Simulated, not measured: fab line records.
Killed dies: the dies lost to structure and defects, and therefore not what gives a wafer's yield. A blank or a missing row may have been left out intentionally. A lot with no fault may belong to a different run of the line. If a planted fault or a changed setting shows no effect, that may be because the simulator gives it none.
fab line records	flow n5-finfet
record: lots: 9	wafers: 27	last-day: 17
route steps=1938 shown SDB@361 HKMG_FIN@398 BEOL_M4@1111 PASSIVATION@1936
lots that met no fault: taken from a fault-free run of the same line
start-h: the number of hours between the record's first day and the start of the first shown wafer of the lot	wait-h: hours since the lot's step before	" repeats the value in the row above	L1.1+2: a single row standing in for several wafers	- either no value or no given start	* or withheld: withheld	< > ~ a bound
route shown NAME@n: NAME is a module with steps in the file, n the number in the route of the first one	usual: average and standard deviation across the fault-free wafers	same: alike in all rows	chamber/n: place in a boat	sites: the reading at each site	_std_site: how widely they spread, as a standard deviation	_edge_site: mean of outer sites minus mean of inner sites	radius-mm: for every site, how far away it sits from the centre of the wafer	mask NAME#n: copy n	behind: the most recent tool/chamber to have shaped the wafer	hold: the reason the lot was held/the length of the hold in hours/how it ended	device: the transistor (n, p or np) that didn't switch	end of line: the same wafers' tests at the end of the route	a step with no rows: only its recipe	killed: not the wafer's yield, but the dies lost to structure and defects at the first sort	map: dies across one wafer; x = killed, . = not, _ = none there
set.NAME: the run value of the setting; set.NAME@STEP: its run value at that earlier step	model.NAME: the simulator's own value behind a step, which no gauge read
one table for each step of the route and one row for each wafer, over a sample of lots
services: a tool's chamber out of use, with start hour (start-h, from the record's first day; less than 0 if before it), hours out, and reason
== steps ==
step: N5_SDB_ETCH_18
recipe: chemistry: N2/H2	target: SOC	target-depth-a: 1000	overetch-a: 200	mask-material: SiARC	temp-c: 40	time-s: 150	ion-energy-ev: 200	pressure-mtorr: 30	source-w: 840	bias-w: 150	n2-flow-sccm: 200	h2-flow-sccm: 200
usual: drypump-motor-current-A: 5.6/0.39	h2-flow-sccm: 200.0/0.6	oes-product-au: 0.70/0.079	rf-vpp-V: 523.4/2	showerhead-plenum-p-Torr: 2.52/0.063	throttle-valve-pct: 17.7/0.31
lot.wafer	tool	chamber	start-h	wait-h	drypump-motor-current-A	h2-flow-sccm	oes-product-au	rf-hours-counter-h	rf-vpp-V	showerhead-plenum-p-Torr	throttle-valve-pct
L915.1	rie-diel-04	3	84.37	0.0	4.9	199.2	0.71	139	520.2	2.47	18.0
L915.4	"	3	"	"	4.9	199.6	0.71	-	522.5	2.47	17.9
L915.5	"	0	"	"	6.1	199.9	0.66	-	522.3	2.49	17.6
L918.2	rie-diel-03	2	102.12	0.0	5.6	200.0	0.88	2	525.0	2.61	17.2
L918.4	"	1	"	"	5.1	199.4	0.61	246	525.4	2.59	18.0
L918.5	"	3	"	"	5.4	200.6	0.64	-	521.8	2.53	18.3
L924.3	rie-diel-04	0	143.60	0.0	6.1	200.4	0.64	219	522.6	2.48	17.6
L924.4	"	2	"	"	5.5	200.3	0.74	46	524.0	2.46	17.3
L924.6	"	2	"	"	5.5	200.0	0.74	-	522.1	2.46	17.3
L925.1	rie-diel-03	2	145.20	0.0	5.6	200.9	0.83	19	525.5	2.60	17.3
L925.4	"	1	"	"	5.1	200.9	0.84	2	524.7	2.59	17.6
L925.6	"	1	"	"	5.1	201.0	0.85	-	525.4	2.59	17.6
L926.1	rie-diel-01	1	151.59	0.0	5.8	200.8	0.76	51	525.0	2.58	17.2
L926.4	"	0	"	"	5.7	200.1	0.65	-	519.4	2.41	17.7
L926.5	"	3	"	"	5.3	199.1	0.63	-	525.8	2.63	17.8
L928.2	rie-diel-04	1	160.06	0.0	5.4	199.4	0.81	20	522.1	2.49	17.8
L928.3	"	2	"	"	5.5	200.3	0.74	51	522.1	2.46	17.3
L928.6	"	3	"	"	5.0	199.4	0.69	-	521.6	2.46	18.0
L930.2	rie-diel-03	2	172.04	0.0	5.6	199.6	0.80	27	524.7	2.59	17.3
L930.4	"	0	"	"	6.4	200.4	0.64	183	522.5	2.52	17.8
L930.5	"	3	"	"	5.4	200.3	0.62	-	522.0	2.52	18.3
L933.1	rie-diel-04	2	193.53	0.0	5.5	198.9	0.73	62	521.7	2.45	17.3
L933.3	"	0	"	"	6.1	200.7	0.64	235	523.0	2.48	17.7
L933.6	"	1	"	"	5.4	199.5	0.80	-	522.4	2.49	17.8
L934.2	rie-diel-04	3	199.19	0.0	4.9	199.9	0.68	172	520.9	2.45	18.0
L934.3	"	0	"	"	6.1	199.4	0.63	238	523.4	2.47	17.7
L934.5	"	2	"	"	5.5	199.6	0.72	-	522.1	2.45	17.3
step: N5_HKMG_FIN_CD_MEAS_49
recipe: target-cd-nm: 202	landing-energy-ev: 500	detector: se-inlens	polarity: opening
usual: cd-nm: 202.0/0.87
lot.wafer	tool	chamber	start-h	wait-h	cd-nm
L915.1	cd-sem-02	0	89.69	-	201.7
L915.4	"	0	"	"	202.7
L915.5	"	0	"	"	202.5
L918.2	cd-sem-03	0	107.51	-	200.4
L918.4	"	0	"	"	201.1
L918.5	"	0	"	"	199.8
L924.3	cd-sem-02	0	149.12	-	202.4
L924.4	"	0	"	"	202.0
L924.6	"	0	"	"	200.8
L925.1	cd-sem-02	0	150.71	-	201.9
L925.4	"	0	"	"	201.4
L925.6	"	0	"	"	202.5
L926.1	cd-sem-01	0	156.80	-	202.5
L926.4	"	0	"	"	202.4
L926.5	"	0	"	"	202.2
L928.2	cd-sem-01	0	165.73	-	202.2
L928.3	"	0	"	"	200.7
L928.6	"	0	"	"	201.7
L930.2	cd-sem-01	0	177.91	-	202.3
L930.4	"	0	"	"	203.2
L930.5	"	0	"	"	201.9
L933.1	cd-sem-03	0	199.14	-	203.1
L933.3	"	0	"	"	202.8
L933.6	"	0	"	"	202.9
L934.2	cd-sem-01	0	204.70	-	202.5
L934.3	"	0	"	"	201.0
L934.5	"	0	"	"	202.7
step: N5_HKMG_FIN_ETCH_55
recipe: chemistry: N2/H2	target: SOC	target-depth-a: 2400	temp-c: 40	time-s: 300	ion-energy-ev: 200	mask-material: SiARC	pressure-mtorr: 30	source-w: 840	bias-w: 150	n2-flow-sccm: 200	h2-flow-sccm: 200
usual: drypump-motor-current-A: 5.6/0.37	h2-flow-sccm: 200.0/0.65	oes-product-au: 0.79/0.09	rf-vpp-V: 523.3/2	showerhead-plenum-p-Torr: 2.52/0.065	throttle-valve-pct: 17.7/0.31
lot.wafer	tool	chamber	start-h	wait-h	drypump-motor-current-A	h2-flow-sccm	oes-product-au	rf-hours-counter-h	rf-vpp-V	showerhead-plenum-p-Torr	throttle-valve-pct
L915.1	rie-diel-04	2	89.87	0.0	5.5	200.7	0.89	23	522.2	2.47	17.2
L915.4	"	3	"	"	4.9	198.6	0.78	-	521.3	2.46	18.0
L915.5	"	2	"	"	5.5	200.3	0.90	-	521.4	2.47	17.2
L918.2	rie-diel-04	0	107.69	0.0	6.0	199.6	0.74	205	522.9	2.49	17.6
L918.4	"	2	"	"	5.5	200.0	0.86	-	520.4	2.47	17.2
L918.5	"	0	"	"	6.0	199.7	0.74	-	524.9	2.49	17.6
L924.3	rie-diel-01	1	149.29	0.0	5.8	200.4	0.86	50	525.5	2.58	17.2
L924.4	"	3	"	"	5.3	200.6	0.71	-	525.2	2.63	17.8
L924.6	"	1	"	"	5.8	199.4	0.85	-	524.9	2.58	17.2
L925.1	rie-diel-03	3	150.89	0.0	5.4	199.8	0.70	222	523.6	2.52	18.3
L925.4	"	1	"	"	5.1	199.0	0.97	4	524.2	2.59	17.7
L925.6	"	3	"	"	5.4	199.9	0.69	-	523.6	2.52	18.3
L926.1	rie-diel-04	1	157.25	0.0	5.4	220.8	0.95	19	522.4	2.55	18.4
L926.4	"	2	"	"	5.5	220.7	0.86	50	522.5	2.52	17.9
L926.5	"	2	"	"	5.5	220.0	0.87	-	523.1	2.52	17.9
L928.2	rie-diel-04	3	165.96	0.0	4.9	219.6	0.77	161	520.1	2.52	18.6
L928.3	"	2	"	"	5.5	218.8	0.86	53	522.3	2.52	17.9
L928.6	"	2	"	"	5.5	220.0	0.85	-	522.5	2.52	17.9
L930.2	rie-diel-01	2	178.09	0.0	5.9	201.2	0.96	8	522.6	2.51	17.6
L930.4	"	3	"	"	5.3	200.4	0.70	187	527.1	2.62	17.8
L930.5	"	1	"	"	5.8	200.4	0.85	-	523.6	2.57	17.2
L933.1	rie-diel-01	1	199.32	0.0	5.8	200.5	0.83	69	525.1	2.57	17.2
L933.3	"	2	"	"	5.9	199.7	0.91	16	523.5	2.51	17.6
L933.6	"	1	"	"	5.7	199.5	0.84	-	525.0	2.57	17.3
L934.2	rie-diel-01	3	204.87	0.0	5.3	199.7	0.70	195	526.6	2.62	17.8
L934.3	"	0	"	"	5.8	200.5	0.73	221	520.9	2.40	17.8
L934.5	"	0	"	"	5.8	201.1	0.73	-	519.9	2.40	17.8
step: N5_HKMG_FIN_STRIP_60
recipe: chemistry: N2/H2	power-w: 2500	temp-c: 300	h2-frac: 0.65	time-s: 360	pressure-mtorr: withheld	n2-flow-sccm: 1750	h2-flow-sccm: 3250
usual: drypump-motor-current-A: 5.8/0.55	heater-power-w: 510/33
lot.wafer	tool	chamber	start-h	wait-h	drypump-motor-current-A	heater-power-w	rf-hours-counter-h
L915.1	plasma-asher-01	0	90.66	0.0	6.4	564	42
L915.4	"	1	"	"	6.1	513	-
L915.5	"	1	"	"	6.1	515	-
L918.2	plasma-asher-01	1	108.47	0.0	6.0	520	45
L918.4	"	0	"	"	6.4	559	-
L918.5	"	0	"	"	6.5	557	-
L924.3	plasma-asher-02	0	150.20	0.1	5.0	519	-
L924.4	"	1	"	"	5.9	458	-
L924.6	"	0	"	"	4.9	512	-
L925.1	plasma-asher-02	0	151.68	0.0	5.0	497	103
L925.4	"	0	"	"	5.0	523	-
L925.6	"	1	"	"	5.8	466	-
L926.1	plasma-asher-01	1	158.04	0.0	6.1	508	55
L926.4	"	1	"	"	6.1	508	-
L926.5	"	1	"	"	6.1	520	-
L928.2	plasma-asher-02	1	166.75	0.0	5.8	460	106
L928.3	"	1	"	"	5.8	462	-
L928.6	"	1	"	"	5.9	453	-
L930.2	plasma-asher-01	1	178.88	0.0	6.0	513	58
L930.4	"	1	"	"	6.1	510	-
L930.5	"	1	"	"	6.0	511	-
L933.1	plasma-asher-01	1	200.11	0.0	6.1	511	63
L933.3	"	0	"	"	6.4	561	-
L933.6	"	0	"	"	6.4	545	-
L934.2	plasma-asher-02	1	205.66	0.0	5.9	466	115
L934.3	"	0	"	"	4.9	508	-
L934.5	"	1	"	"	5.9	459	-
step: N5_BEOL_M4_RC_MEAS_101
usual: DIBL_N: 36.2/2	DIBL_P: 36.1/2.4	IOFF_N: 0.16/0.035	IOFF_P: 0.22/0.041	ION_N: 675/14	ION_P: 465/8.6	SS_N: 71.5/0.64	SS_P: 73.2/0.76	VT_N: 250/3.9	VT_P: -249/3.4
lot.wafer	tool	chamber	start-h	wait-h	DIBL_N[mV/V]	DIBL_P[mV/V]	IOFF_N[nA/um]	IOFF_P[nA/um]	ION_N[uA/um]	ION_P[uA/um]	SS_N[mV/dec]	SS_P[mV/dec]	VT_N[mV]	VT_P[mV]
L915.1	prober-02	0	196.07	0.0	36.6	35.9	0.18	0.23	688	476	71.7	73.7	245	-248
L915.4	"	0	"	"	35.0	33.7	0.14	0.18	659	447	71.1	72.8	251	-252
L915.5	"	0	"	"	37.3	37.3	0.20	0.25	688	469	71.7	74.3	241	-246
L918.2	prober-01	0	206.14	0.2	34.8	34.5	0.13	0.20	665	456	71.7	72.6	248	-251
L918.4	"	0	"	"	35.7	36.2	0.16	0.22	680	470	71.5	73.6	248	-246
L918.5	"	0	"	"	35.7	36.0	0.16	0.23	675	476	71.6	72.8	249	-249
L925.1	prober-01	0	255.86	0.0	37.1	38.2	0.16	0.24	678	467	71.9	73.2	249	-248
L925.4	"	0	"	"	35.0	35.3	0.13	0.19	661	461	71.2	72.9	254	-249
L925.6	"	0	"	"	36.6	38.1	0.16	0.23	679	472	71.1	73.7	251	-248
L924.3	prober-02	0	256.79	0.3	34.5	37.1	0.17	0.26	700	483	71.5	73.2	245	-246
L924.4	"	0	"	"	37.8	40.2	0.21	0.30	692	479	72.4	73.9	248	-243
L924.6	"	0	"	"	36.8	39.5	0.19	0.29	701	482	71.1	73.4	248	-244
L926.1	prober-01	0	262.25	0.0	38.9	38.2	0.21	0.26	693	479	72.0	73.1	242	-246
L926.4	"	0	"	"	39.1	38.8	0.21	0.28	697	473	71.6	74.4	247	-244
L926.5	"	0	"	"	36.9	34.9	0.16	0.22	672	459	71.2	74.1	247	-249
L928.2	prober-01	0	264.40	0.2	34.2	33.2	0.11	0.17	654	450	70.9	71.7	255	-250
L928.3	"	0	"	"	36.6	37.2	0.16	0.23	677	472	71.4	72.4	249	-246
L928.6	"	0	"	"	33.0	31.7	0.10	0.16	653	453	71.0	71.6	255	-251
L930.2	prober-01	0	272.26	0.2	37.2	38.9	0.16	0.20	670	458	71.8	73.8	249	-255
L930.4	"	0	"	"	36.1	38.3	0.16	0.20	680	470	71.5	73.7	249	-251
L930.5	"	0	"	"	37.1	38.6	0.17	0.21	685	465	72.0	73.9	251	-250
L933.1	prober-02	0	295.93	0.0	35.1	34.5	0.12	0.15	673	450	70.5	73.3	255	-255
L933.3	"	0	"	"	39.0	38.9	0.17	0.20	664	453	72.7	74.4	254	-252
L933.6	"	0	"	"	39.5	40.1	0.18	0.21	679	456	72.6	73.8	256	-253
L934.2	prober-01	0	298.72	0.2	36.4	34.9	0.14	0.19	669	456	71.8	72.9	253	-251
L934.3	"	0	"	"	37.7	37.5	0.19	0.22	682	464	71.5	74.7	247	-251
L934.5	"	0	"	"	38.0	37.4	0.18	0.24	678	461	72.2	74.3	250	-246
step: N5_PASSIVATION_PROBE_49
usual: defect-limited-yield: 91.1/1.4	killed_at_M0_to_M3: 36/9.9	killed_at_M4_up: 13/5.8	killed-at-contacts: 14/5.9	killed-at-front-end: 39/11	killed-at-other: 3.4/2.9	killed-dies: 105/17	killed-open: 70/13	killed-short: 34/7.3	sort_bin_5_function: 5.3/1	sort_bin_6_memory: 3.3/0.62	sort-n-pass: 1075/17	sort-yield-pct: 91.1/1.4
same: gross-dies: 1180	killed-at-back-side: 0	sort_bin_4_leakage[%]: 0	sort_bin_8_speed[%]: 0
lot.wafer	tool	chamber	start-h	wait-h	defect-limited-yield[%]	killed_at_M0_to_M3	killed_at_M4_up	killed-at-contacts	killed-at-front-end	killed-at-other	killed-dies	killed-open	killed-short	sort_bin_5_function[%]	sort_bin_6_memory[%]	sort-n-pass	sort-yield-pct[%]
L928.2	prober-01	-	379.13	0.1	89.8	47	15	17	41	0	120	74	33	6.0	2.8	1060	89.8
killed by level:class
L928.2 MOL_CONTACT_COAG:geometric-particle:open=17 BEOL_M2:geometric-particle:open=13 HKMG_FIN:area-etch=12 BEOL_M0_SAQP:geometric-particle:short=10 STI_FIN_REVEAL:geometric-particle:open=9 FIN_SAQP:geometric-particle:short=7 BEOL_M0_SAQP:geometric-particle:open=6 BEOL_M2:geometric-particle:short=5
== services ==
tool	chamber	start-h	hours	kind
rie-diel-04	1	65.99	7.4	repair
rie-diel-04	2	76.84	9.3	repair
rie-diel-03	2	79.37	-	clean
rie-diel-03	2	79.37	-	consumable-replace:focus-ring
rie-diel-03	2	79.37	18.4	scheduled-down
rie-diel-03	2	79.37	18.4	vent-cycle
rie-diel-04	1	87.21	-	clean
rie-diel-04	1	87.21	-	consumable-replace:focus-ring
rie-diel-04	1	87.21	17.0	scheduled-down
rie-diel-04	1	87.21	17.0	vent-cycle
rie-diel-01	3	88.38	7.8	repair
rie-diel-04	3	90.75	21.3	repair
rie-diel-03	1	119.26	-	clean
rie-diel-03	1	119.26	-	consumable-replace:focus-ring
rie-diel-03	1	119.26	19.8	scheduled-down
rie-diel-03	1	119.26	19.8	vent-cycle
rie-diel-01	2	131.19	-	clean
rie-diel-01	2	131.19	-	consumable-replace:esc
rie-diel-01	2	131.19	-	consumable-replace:focus-ring
rie-diel-01	2	131.19	22.0	scheduled-down
rie-diel-01	2	131.19	22.0	vent-cycle
rie-diel-01	0	134.94	7.9	repair
rie-diel-03	1	188.21	2.4	repair
rie-diel-01	1	202.82	3.8	repair
== key ==
first-sign: step: N5_HKMG_FIN_ETCH_55	reading: h2-flow-sccm	direction: up	sigmas: 31	usual: 200.0	struck: 220.0
effect none on later readings
met-at N5_HKMG_FIN_ETCH_55
struck-lots L926,L928
baseline-loss: step: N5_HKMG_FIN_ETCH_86	wafers: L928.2
not-acting-at N5_SDB_ETCH_18,N5_HKMG_FIN_CD_MEAS_49,N5_HKMG_FIN_STRIP_60
onset-between 107.69 157.25
fault: kind: process-parameter-drift	tool: rie-diel-04	chamber: -	onset-h: 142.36	steps: N5_HKMG_FIN_ETCH_55	channel: h2-flow-sccm	offset: 20	shape: step	end-h: 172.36	acts-in: these-recipes-only	stated: 200
baseline-loss: these wafers lose ten dies or more at that step, a loss of the line's own and not of a fault; the sort's usual values leave them out
